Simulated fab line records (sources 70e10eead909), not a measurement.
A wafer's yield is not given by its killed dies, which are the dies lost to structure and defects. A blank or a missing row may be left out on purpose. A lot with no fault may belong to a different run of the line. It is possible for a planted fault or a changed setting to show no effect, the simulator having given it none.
Matching of chambers -- flow nand_harc -- rie_diel-05 running NHARC_A_BLC_STRIP_29: 4 sister chambers
The step strips in CF4. 16 wafers are shown with their chamber, then 8 later ones without.

== WAFERS PAIRED WITH THEIR CHAMBERS ==
wafer,chamber,showerhead_plenum_p_Torr (Torr),drypump_motor_current_A (A),rf_vpp_V (V)
L075.2,3,1.75,5.8,58.8
L075.3,0,1.87,5.0,59.3
L075.5,2,1.79,5.7,60.2
L076.2,0,1.87,4.9,58.6
L076.4,1,1.64,5.2,58.7
L076.5,3,1.75,5.8,59.4
L083.1,0,1.87,4.9,61.8
L083.4,0,1.87,4.9,60.6
L083.6,3,1.75,5.8,59.5
L084.2,2,1.78,5.7,60.7
L084.5,2,1.78,5.7,59.7
L084.6,0,1.87,5.0,58.3
L091.3,2,1.78,5.7,59.0
L091.4,3,1.75,5.8,60.4
L091.6,3,1.74,5.8,61.2
L093.2,3,1.75,5.8,59.7

SIGNATURES (averages over the wafers above)
reading,chamber 0,chamber 1,chamber 2,chamber 3,scatter within a chamber
showerhead_plenum_p_Torr,1.8700,1.6400,1.7825,1.7483,0.00363
drypump_motor_current_A,4.940,5.200,5.700,5.800,0.0316
rf_vpp_V,59.720,58.700,59.900,59.833,1.07
Rule: for a wafer and a chamber, the distance is found by dividing, reading by reading, the gap between the wafer's reading and the chamber's mean by the reading's scatter, squaring, summing and taking the root. If the next closest chamber is less than 2 further off than the closest, the wafer can't be placed; otherwise it belongs to the closest. How the scatter is found: for the shown wafers, subtract from each reading the mean of its chamber, square and add these, divide the total by (wafers less chambers), then take the root.

== WAFERS WITH NO CHAMBER GIVEN ==
wafer,showerhead_plenum_p_Torr (Torr),drypump_motor_current_A (A),rf_vpp_V (V)
L093.5,1.87,4.9,59.4
L093.6,1.75,5.8,59.0
L094.2,1.64,5.2,58.0
L094.4,1.75,5.7,58.0
L094.6,1.87,5.0,59.6
L097.2,1.87,5.0,60.8
L097.4,1.78,5.7,60.2
L097.6,1.87,4.9,60.7

== WHICH CHAMBER EACH ONE RAN IN ==
wafer,from the rows above,in truth
L093.5,0,0
L093.6,3,3
L094.2,1,1
L094.4,3,3
L094.6,0,0
L097.2,0,0
L097.4,2,2
L097.6,0,0
Correctly placed: 8 of 8. Number that these rows cannot place: 0. Number placed wrongly: 0.
